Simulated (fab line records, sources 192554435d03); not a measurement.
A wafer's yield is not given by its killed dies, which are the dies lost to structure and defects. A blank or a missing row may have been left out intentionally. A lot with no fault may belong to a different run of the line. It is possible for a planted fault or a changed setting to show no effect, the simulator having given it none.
The tool behind it: which one? | flow n5 finfet | 12 lots, 36 wafers sampled, at 3 steps of a route of 1938

## WHAT THE GAUGES SHOWED, per wafer
N5_BEOL_M1_CD_MEAS_35: target cd 18 nm, target cd y 21 nm.
lot  | measured     | on        | cd nm (nm)
L075 | day 6 11:46  | cd sem-03 | 18.06 17.89 17.87
L077 | day 7 03:03  | cd sem-02 | 18.16 17.93 18.34
L078 | day 7 15:19  | cd sem-02 | 17.56 18.42 18.09
L081 | day 8 01:19  | cd sem-02 | 18.07 17.91 18.14
L083 | day 8 22:55  | cd sem-03 | 18.43 17.56 18.07
L085 | day 9 12:32  | cd sem-01 | 18.47 18.13 18.41
L088 | day 9 21:01  | cd sem-02 | 18.54 18.61 18.43
L090 | day 10 07:28 | cd sem-01 | 18.30 18.01 18.05
L091 | day 10 14:40 | cd sem-02 | 17.49 18.31 17.77
L093 | day 11 07:31 | cd sem-02 | 18.03 17.99 18.12
L095 | day 12 00:46 | cd sem-03 | 18.66 17.94 17.80
L097 | day 12 05:20 | cd sem-02 | 18.19 18.32 18.58

## TOOL THAT RAN EACH LOT (tool first, then ch and the chambers of the sampled wafers, then the start)
lot  | N5_BEOL_M1_ETCH_77                 | N5_BEOL_M1_ETCH_41
L075 | rie diel-01 ch 1,3, day 6 09:20    | rie diel-04 ch 0,1, day 6 11:46 or earlier
L077 | rie diel-01 ch 1,2, day 6 22:22    | rie diel-01 ch 0,2,3, day 7 03:03 or earlier
L078 | rie diel-03 ch 0,1,3, day 7 13:17  | rie diel-01 ch 2,3, day 7 15:19 or earlier
L081 | rie diel-04 ch 2,3, day 7 19:31    | rie diel-01 ch 1,3, day 8 01:19 or earlier
L083 | rie diel-04 ch 0,1, day 8 21:10    | rie diel-01 ch 0,1,3, day 8 22:55 or earlier
L085 | rie diel-01 ch 0,3, day 9 08:12    | rie diel-01 ch 0,2, day 9 12:32 or earlier
L088 | rie diel-03 ch 1,2,3, day 9 19:14  | rie diel-03 ch 1,2,3, day 9 21:01 or earlier
L090 | rie diel-03 ch 0,2,3, day 10 05:46 | rie diel-04 ch 0,1,2, day 10 07:28 or earlier
L091 | rie diel-01 ch 2,3, day 10 11:29   | rie diel-04 ch 0,1,2, day 10 14:40 or earlier
L093 | rie diel-04 ch 0,2, day 11 04:31   | rie diel-01 ch 0,1,3, day 11 07:31 or earlier
L095 | rie diel-03 ch 0,1,3, day 11 17:40 | rie diel-01 ch 0,1,3, day 12 00:46 or earlier
L097 | rie diel-01 ch 0,2,3, day 12 02:31 | rie diel-03 ch 0,1,2, day 12 05:20 or earlier
- N5_BEOL_M1_ETCH_77: etches underlayer in N2/H2, target depth 6.5 nm, time 5.2 s.
- N5_BEOL_M1_ETCH_41: etches SiCN in CH3F/O2, target depth 31.9 nm, time 57.8 s.

## THE ANSWER, worked out from the rows above alone
Rule: what is usual is taken from the lots themselves. Put in order of their means at a reading, lots are off if they are a third of the lots or fewer, leave a main group of 4 or more, and stand apart from it by a gap of 3 or more times the standard deviation of the main group's means; of several such gaps the widest counts. A main group is skipped when, at the precision printed for the reading in the tables above, its means are all equal. A lot without any number at a reading at which 4 lots or more have one is off too. The other lots that the step has rows for count as sound.
No lot is off on any of the readings shown, so nothing can be concluded from this.

## WHAT WAS PUT IN BY THE SIMULATOR
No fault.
